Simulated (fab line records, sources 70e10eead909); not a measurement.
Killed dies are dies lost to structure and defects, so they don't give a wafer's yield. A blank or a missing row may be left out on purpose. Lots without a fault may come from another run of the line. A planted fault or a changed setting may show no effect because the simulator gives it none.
fab line records | flow nand_harc
record lots=12 wafers=36 last_day=34
route steps=1302 shown A_CHANNEL_FILL_D1@509 A_ONON_D2@566 A_CHANNEL_HOLE_D2@570
lots that met no fault: from a run of the same line without faults
start_h: hours from the record's first day to the start of the lot's first wafer shown | wait_h: hours since the lot's step before | " the same as in the row above | L1.1+2: a row that stands for several wafers | - no value, or no start given | * or withheld: withheld | < > ~ a bound
route shown NAME@n: a module of which the file shows steps, and the number in the route of the first | usual: mean/standard deviation of fault-free wafers | same: alike in all rows | chamber/n: place in a boat | sites: the reading at each site | _std_site: their standard deviation | _edge_site: outer sites' mean less inner sites' | radius_mm: how far each site lies from the wafer's centre | mask NAME#n: copy n | behind: the tool/chamber that last shaped the wafer | hold: why the lot was held/for how many hours/how that ended | device: the transistor (n, p or np) that didn't switch | end of line: the same wafers' tests at the end of the route | a step without rows: its recipe alone | killed: dies lost to structure and defects at the first sort, not the wafer's yield | map: a wafer's dies, x killed, . not, _ none there
set.NAME: the setting as run; set.NAME@STEP: as run at that earlier step | model.NAME: the simulator's own value behind a step, which no gauge read
steps of the route over a sample of lots; a table a step, a row a wafer
services: from which hour (start_h, from the record's first day; less than 0 if before it) a tool's chamber was out of use, for how many hours, and why
## steps
# step NHARC_A_CHANNEL_FILL_D1_STRIP_29
# recipe time_s=20 o2_flow_sccm=500 ar_flow_sccm=0 bias_w=0 chemistry=O2
# usual drypump_motor_current_A=5.6/0.57 o2_flow_sccm=499.9/1.5 oes_product_au=1.007/0.011 rf_vpp_V=57.7/0.86 showerhead_plenum_p_Torr=3.54/0.16 throttle_valve_pct=17.036/0.0091
# columns lot.wafer tool chamber start_h wait_h drypump_motor_current_A o2_flow_sccm oes_product_au rf_hours_counter_h rf_vpp_V showerhead_plenum_p_Torr throttle_valve_pct
L809.1 rie_diel-11 3 - - 6.2 501.0 1.017 9 57.5 3.32 17.042
L809.2 " 0 " " 4.8 499.9 0.985 9 58.2 3.60 17.038
L809.5 " 3 " " 6.2 497.9 1.014 - 58.3 3.32 17.065
L810.4 rie_diel-05 0 - - 6.1 500.8 1.007 0 57.4 3.53 17.043
L810.5 " 3 " " 6.5 498.5 1.001 - 58.8 3.78 17.019
L810.6 " 0 " " 6.1 501.7 1.019 - 57.6 3.53 17.042
L812.2 rie_diel-11 1 - - 5.2 500.9 1.013 0 58.0 3.77 17.038
L812.4 " 3 " " 6.2 502.7 1.018 0 57.1 3.32 17.050
L812.5 " 0 " " 4.8 502.6 1.001 - 58.7 3.60 17.043
L813.4 rie_diel-11 3 - - 6.2 500.0 1.021 1 57.2 3.32 17.038
L813.6 " 0 " " 4.8 499.7 1.005 - 58.5 3.60 17.039
L813.5 " 1 " " 5.2 501.0 1.018 - 58.1 3.77 17.029
L814.2 rie_diel-01 1 - - 6.2 498.3 1.000 4 57.2 3.46 17.033
L814.6 " 1 " " 6.2 499.4 1.010 - 56.2 3.46 17.015
L814.5 " 2 " " 4.8 502.0 1.004 - 58.1 3.78 17.042
L817.3 rie_diel-01 2 - - 4.8 498.8 1.005 7 57.6 3.78 17.027
L817.2 " 3 " " 6.0 502.8 0.985 8 57.7 3.42 17.042
L817.6 " 1 " " 6.2 498.2 1.006 - 58.0 3.46 17.042
L819.1 rie_diel-01 3 - - 6.1 500.2 1.001 8 57.7 3.42 17.022
L819.2 " 2 " " 4.8 499.1 1.003 7 58.7 3.78 17.036
L819.5 " 3 " " 6.1 500.1 1.002 - 57.4 3.42 17.043
L818.3 rie_diel-11 3 - - 6.2 499.1 1.016 6 57.4 3.32 17.036
L818.1 " 0 " " 4.8 500.0 1.019 4 58.2 3.60 17.041
L818.4 " 1 " " 5.2 499.7 1.024 6 60.2 3.76 17.031
L820.1 rie_diel-11 2 - - 5.4 500.8 1.010 6 56.2 3.49 17.041
L820.6 " 2 " " 5.4 500.4 1.006 - 59.1 3.49 17.042
L820.5 " 3 " " 6.2 499.2 1.018 - 57.6 3.32 17.038
L825.3 rie_diel-11 3 - - 6.2 499.4 1.018 9 57.3 3.32 17.025
L825.1 " 0 " " 4.9 498.2 1.015 7 57.3 3.60 17.031
L825.4 " 1 " " 5.2 501.0 1.020 9 56.9 3.76 17.037
L827.1 rie_diel-05 3 - - 6.5 496.0 1.005 1 58.6 3.77 17.032
L827.2 " 0 " " 6.1 500.2 1.002 0 58.1 3.52 17.021
L827.5 " 0 " " 6.1 500.7 1.005 - 56.2 3.52 17.034
L829.2 rie_diel-05 2 - - 5.5 501.5 0.996 1 56.7 3.43 17.033
L829.1 " 0 " " 6.1 498.3 1.011 1 57.2 3.52 17.023
L829.6 " 2 " " 5.5 497.8 1.009 - 57.7 3.43 17.028
# step NHARC_A_CHANNEL_FILL_D1_CMP_10
# recipe target_thk_nm=150
# usual edge_zone_pressure_frac=1.001/0.005 motor_current_A=11.8/1.3 time_to_endpoint_s=15.3/2.1
# columns lot.wafer tool chamber start_h wait_h edge_zone_pressure_frac motor_current_A time_to_endpoint_s
L809.1 cmp-02 0 257.97 0.4 1.000 10.5 12.1
L809.2 " 2 " " 0.994 11.5 18.1
L809.5 " 0 " " 0.993 10.3 13.7
L810.4 cmp-02 1 261.60 0.4 1.010 11.4 15.1
L810.6 " 1 " " 1.004 11.6 16.9
L810.5 " 2 " " 1.005 10.7 19.5
L812.4 cmp-01 2 279.64 0.4 0.998 12.9 17.6
L812.2 " 1 " " 1.000 13.5 15.4
L812.5 " 2 " " 1.002 12.2 16.7
L814.2 cmp-01 0 303.03 0.4 1.014 13.6 15.7
L814.6 " 0 " " 1.004 13.1 13.7
L814.5 " 1 " " 0.998 14.1 13.6
L813.4 cmp-03 3 303.03 0.4 0.998 10.8 14.8
L813.5 " 2 " " 1.005 13.0 14.8
L813.6 " 3 " " 1.005 10.8 15.2
L817.2 cmp-01 2 341.43 0.4 1.008 12.0 17.8
L817.3 " 3 " " 0.999 11.5 17.9
L817.6 " 3 " " 0.999 11.4 16.5
L818.1 cmp-02 3 351.72 0.4 0.995 11.6 11.9
L818.4 " 0 " " 0.994 10.6 11.7
L818.3 " 2 " " 1.000 11.1 17.5
L819.2 cmp-03 1 351.72 0.4 1.001 10.5 16.1
L819.1 " 2 " " 1.002 13.0 12.8
L819.5 " 1 " " 0.996 10.5 16.9
L820.1 cmp-02 2 362.62 0.5 1.009 11.6 18.8
L820.5 " 0 " " 1.002 10.6 17.3
L820.6 " 1 " " 1.005 11.4 17.6
L825.3 cmp-02 0 413.81 0.4 1.003 10.8 15.5
L825.4 " 2 " " 0.995 11.5 18.9
L825.1 " 3 " " 0.999 11.9 15.5
L827.1 cmp-01 1 442.93 0.4 0.995 13.3 15.5
L827.2 " 3 " " 0.992 11.5 14.1
L827.5 " 0 " " 1.000 13.4 14.8
L829.2 cmp-01 0 466.39 0.4 0.994 13.7 18.9
L829.1 " 2 " " 1.000 12.6 14.9
L829.6 " 0 " " 1.000 13.6 15.0
# step NHARC_A_ONON_D2_DEP_33
# recipe target_thk_a=2000 temp_c=400 pressure_torr=6.5 rf_w=900 teos_flow_sccm=161.4 flow_sccm=2650 target_thk_nm=200 gas=O2 material=SiO2
# usual heater_power_w=546/98 mfc_precursor_sccm=161.4/0.47 throttle_valve_pct=15.8/0.53
# columns lot.wafer tool chamber start_h wait_h heater_power_w mfc_precursor_sccm since_wet_clean_h throttle_valve_pct
L809.2 pecvd-04 1 307.84 0.1 564 161.5 26 14.6
L809.1 " 2 " " 457 161.5 26 16.0
L809.5 " 1 " " 425 161.2 - 14.9
L810.6 pecvd-03 1 307.95 0.2 439 161.4 - 15.9
L810.5 " 2 " " 665 161.1 - 15.5
L810.4 " 0 " " 481 162.0 - 15.7
L812.2 pecvd-03 1 333.55 0.1 439 161.4 135 15.9
L812.4 " 0 " " 475 161.1 - 16.0
L812.5 " 1 " " 455 161.7 - 16.0
L814.2 pecvd-03 2 351.91 0.1 637 161.7 154 15.9
L814.5 " 2 " " 644 161.7 - 15.8
L814.6 " 1 " " 566 161.2 - 16.0
L813.4 pecvd-04 0 352.03 0.2 609 162.4 - 15.4
L813.6 " 1 " " 440 161.5 - 14.6
L813.5 " 2 " " 452 162.3 - 16.2
L817.2 pecvd-01 1 387.55 0.1 570 161.2 63 16.4
L817.3 " 0 " " 608 162.0 63 15.6
L817.6 " 2 " " 486 161.4 - 16.8
L818.3 pecvd-04 1 398.77 0.1 462 160.6 117 15.0
L818.1 " 0 " " 562 161.6 117 15.8
L818.4 " 2 " " 375 160.7 - 16.6
L819.2 pecvd-01 0 398.82 0.1 608 161.2 74 15.2
L819.1 " 1 " " 568 160.9 74 16.3
L819.5 " 1 " " 572 161.2 - 16.1
L820.1 pecvd-01 1 415.79 0.1 580 161.7 91 16.2
L820.6 " 2 " " 483 161.7 - 16.9
L820.5 " 0 " " 671 160.9 - 15.1
L825.3 pecvd-03 2 465.72 0.1 681 161.1 86 15.7
L825.1 " 0 " " 446 137.4 86 15.7
L825.4 " 1 " " 446 161.8 - 15.8
L827.2 pecvd-03 0 492.60 0.1 464 137.5 113 15.3
L827.1 " 2 " " 720 162.2 113 15.4
L827.5 " 1 " " 577 161.5 - 16.1
L829.1 pecvd-01 0 515.74 0.1 751 161.2 10 15.5
L829.2 " 2 " " 518 161.2 10 16.5
L829.6 " 1 " " 465 161.6 - 15.8
# step NHARC_A_ONON_D2_THK_MEAS_34
# recipe thk_meas_gauge=ellipsometry
# usual thk_nm=200.6/2.8
# columns lot.wafer tool chamber start_h wait_h thk_nm
L809.1 film_metro-02 - 308.21 - 198.1
L809.2 " - " " 200.1
L809.5 " - " " 202.0
L810.4 film_metro-01 - 308.23 - 201.2
L810.5 " - " " 201.7
L810.6 " - " " 204.9
L812.2 film_metro-01 - 333.87 - 199.1
L812.4 " - " " 205.2
L812.5 " - " " 203.5
L813.4 film_metro-01 - 352.31 - 204.0
L813.5 " - " " 204.8
L813.6 " - " " 202.5
L814.2 film_metro-02 - 352.32 - 199.1
L814.5 " - " " 202.2
L814.6 " - " " 205.0
L817.2 film_metro-01 - 387.96 - 200.6
L817.3 " - " " 201.3
L817.6 " - " " 203.6
L818.1 film_metro-02 - 399.19 - 199.9
L818.3 " - " " 194.8
L818.4 " - " " 203.4
L819.1 film_metro-01 - 399.24 - 200.7
L819.2 " - " " 197.4
L819.5 " - " " 204.5
L820.1 film_metro-01 - 416.20 - 196.3
L820.5 " - " " 197.4
L820.6 " - " " 197.1
L825.1 film_metro-02 - 466.14 - 168.5
L825.3 " - " " 196.5
L825.4 " - " " 202.8
L827.1 film_metro-01 - 493.02 - 199.5
L827.2 " - " " 172.1
L827.5 " - " " 202.3
L829.1 film_metro-01 - 516.15 - 194.0
L829.2 " - " " 193.6
L829.6 " - " " 203.1
# step NHARC_A_CHANNEL_HOLE_D2_DEP_00
# recipe target_thk_a=31000 temp_c=400 material=aC
# usual throttle_valve_pct=34.999/0.009
# columns lot.wafer tool chamber start_h wait_h throttle_valve_pct
L809.1 acl_dep-02 0 311.49 3.2 35.002
L809.2 " 0 " " 34.983
L809.5 " 0 " " 34.997
L810.4 acl_dep-02 0 314.38 6.1 35.002
L810.5 " 0 " " 34.990
L810.6 " 0 " " 35.003
L812.2 acl_dep-03 0 335.41 1.5 35.013
L812.4 " 0 " " 34.994
L812.5 " 0 " " 34.997
L814.2 acl_dep-01 0 352.76 0.4 34.996
L814.5 " 0 " " 35.007
L814.6 " 0 " " 34.989
L813.4 acl_dep-03 0 353.40 1.0 34.990
L813.5 " 0 " " 35.011
L813.6 " 0 " " 35.006
L817.2 acl_dep-02 0 394.43 6.4 34.997
L817.3 " 0 " " 35.004
L817.6 " 0 " " 35.002
L818.1 acl_dep-01 0 401.14 1.9 34.993
L818.3 " 0 " " 35.002
L818.4 " 0 " " 34.992
L819.1 acl_dep-02 0 401.75 2.4 34.993
L819.2 " 0 " " 35.012
L819.5 " 0 " " 34.999
L820.1 acl_dep-01 0 417.40 1.1 34.996
L820.5 " 0 418.65 2.4 34.996
L820.6 " 0 " " 35.008
L825.1 acl_dep-01 0 472.75 6.6 34.995
L825.3 " 0 " " 34.991
L825.4 " 0 " " 34.984
L827.1 acl_dep-02 0 493.56 0.5 35.009
L827.2 " 0 " " 34.986
L827.5 " 0 " " 34.981
L829.1 acl_dep-01 0 516.28 0.1 35.005
L829.2 " 0 " " 34.991
L829.6 " 0 517.86 1.6 34.985
## services
# columns tool chamber start_h hours kind
cmp-02 - 231.71 0.3 repair
cmp-02 - 234.13 2.4 repair
rie_diel-11 3 237.59 4.0 repair
acl_dep-02 - 242.90 13.0 pm
cmp-01 - 252.62 6.6 repair
rie_diel-11 - 255.50 9.0 pm
cmp-02 - 263.75 0.6 repair
cmp-01 - 283.59 4.0 pm
cmp-02 - 305.27 4.1 repair
acl_dep-02 - 321.32 3.2 repair
rie_diel-11 0 322.30 8.7 repair
cmp-01 - 333.27 1.0 repair
cmp-02 - 334.50 4.0 pm
rie_diel-11 - 334.72 6.5 repair
cmp-01 - 342.48 1.8 repair
rie_diel-11 - 348.91 0.4 repair
pecvd-03 - 366.37 13.0 pm
cmp-02 - 367.07 5.7 repair
acl_dep-01 - 367.33 13.0 pm
cmp-01 - 369.62 0.3 repair
cmp-01 - 373.31 0.6 repair
rie_diel-11 3 390.88 4.5 repair
rie_diel-11 - 432.50 9.0 pm
rie_diel-11 - 511.24 0.2 repair
## key
first_sign step=NHARC_A_ONON_D2_DEP_33 reading=mfc_precursor_sccm direction=down sigmas=51 usual=161.4 struck=137.5
effect step=NHARC_A_ONON_D2_THK_MEAS_34 reading=thk_nm direction=down sigmas=11 usual=200.6 struck=170.3
met_at NHARC_A_ONON_D2_DEP_33
struck_lots L825,L827
struck_wafers L825.1,L827.2
tester_left_out L825,L827
not_acting_at NHARC_A_CHANNEL_FILL_D1_STRIP_29,NHARC_A_CHANNEL_FILL_D1_CMP_10,NHARC_A_CHANNEL_HOLE_D2_DEP_00
onset_between 333.55 465.72
fault kind=process_parameter_drift tool=pecvd-03 chamber=0 onset_h=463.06 steps=NHARC_A_ONON_D2_DEP_33 channel=teos_flow_sccm offset=* shape=step end_h=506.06 acts_in=* stated=*
# tester_left_out: of these lots the tester's yield and bins aren't shown, on N5 and GAA mostly nor the transistor test; their killed dies are dies lost to structure and defects alone, not to doping, threshold or leakage, so they don't give the yield
